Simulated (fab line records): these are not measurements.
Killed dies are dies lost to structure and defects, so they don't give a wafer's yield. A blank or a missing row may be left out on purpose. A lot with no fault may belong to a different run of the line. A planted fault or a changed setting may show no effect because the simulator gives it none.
A struck lot beside a sound one	flow nand harc	15 steps out of a route of 1302
Sound: wafers L852.2, L852.4, L852.6. Wafers struck: L858.2, L858.5, L858.6. The cause is named last.
At each step with rows: each side's tool, then ch and its chambers, then its first start. Under that, the readings that differ: sound wafers	struck wafers	difference of the means	sigmas: that difference in standard deviations of wafers without a fault.
alike: readings whose means differ by less than 2 such deviations, and words and numbers that are the same on both sides. not compared: withheld readings, readings that some wafer has no value for, bounds like >300 that may hide the same value, and numbers for which the record gives no deviation and whose values overlap.
A row with sigmas, a row that says differs or no value, or rows on one side alone: a step with any of these is where the two part. Non-overlapping numbers with no deviation appear without sigmas and do not part them. Lack of a reading on every wafer of one side parts them only where that side has two or more wafers.

NHARC_P_BONDPAD_ACTIVATE_29: chemistry N2, time 60 s.
  sound on rie diel-01 ch 2,3, day 9 03:17; struck on rie diel-01 ch 1,2,3, day 11 15:48
  alike: drypump motor current A, oes product au, rf vpp V, showerhead plenum p Torr
  not compared: rf hours counter h
then, 2 steps without rows for these wafers: NHARC_P_BONDPAD_PRECLEAN_30 (cleans in DIW, time 300 s); NHARC_P_BONDPAD_SRD_31 (time 30 s, dry time 20 s).
NHARC_A_START_INSPECT_01:
  sound on defect inspect-01, day 9 03:42; struck on defect inspect-02, day 11 16:10
  alike: raw defect count
then, 8 steps without rows for these wafers: NHARC_A_ZERO_WELL_PRECLEAN_00 (cleans in SPM, time 600 s); NHARC_A_ZERO_WELL_SRD_01; NHARC_A_ZERO_WELL_DEHYDRATE_02 (time 120 s); NHARC_A_ZERO_WELL_HMDS_03 (time 30 s); NHARC_A_ZERO_WELL_COAT_18 (time 65 s); NHARC_A_ZERO_WELL_COAT_04 (resist thk 600 nm); NHARC_A_ZERO_WELL_SOFTBAKE_05 (time 70 s); NHARC_A_ZERO_WELL_EBR_06.
NHARC_A_ZERO_WELL_EXPOSE_07: exposes mask A ZERO.
  sound on krf scanner-02 ch 0, day 9 04:23; struck on krf scanner-02 ch 0, day 11 16:44
reading	sound	struck	difference	sigmas
exposure dose mJ cm2	33.79 33.81 33.75	34.96 34.99 34.96	+1.19	+32
  alike: mask
then, 1 step without rows for these wafers: NHARC_A_ZERO_WELL_PEB_08 (peb time 80 s).
NHARC_END_SORT_01:
  the record has rows for the sound wafers here (prober-02 ch 0, day 26 22:46) and none for the struck ones

WHERE THEY PART
At NHARC_A_ZERO_WELL_EXPOSE_07 first; at NHARC_END_SORT_01 last (within this record only).

WHY: what had been put in by the simulator
Process parameters drifting: krf scanner-02 at NHARC_A_ZERO_WELL_EXPOSE_07, beginning at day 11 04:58. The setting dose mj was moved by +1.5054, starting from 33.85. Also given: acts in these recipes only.
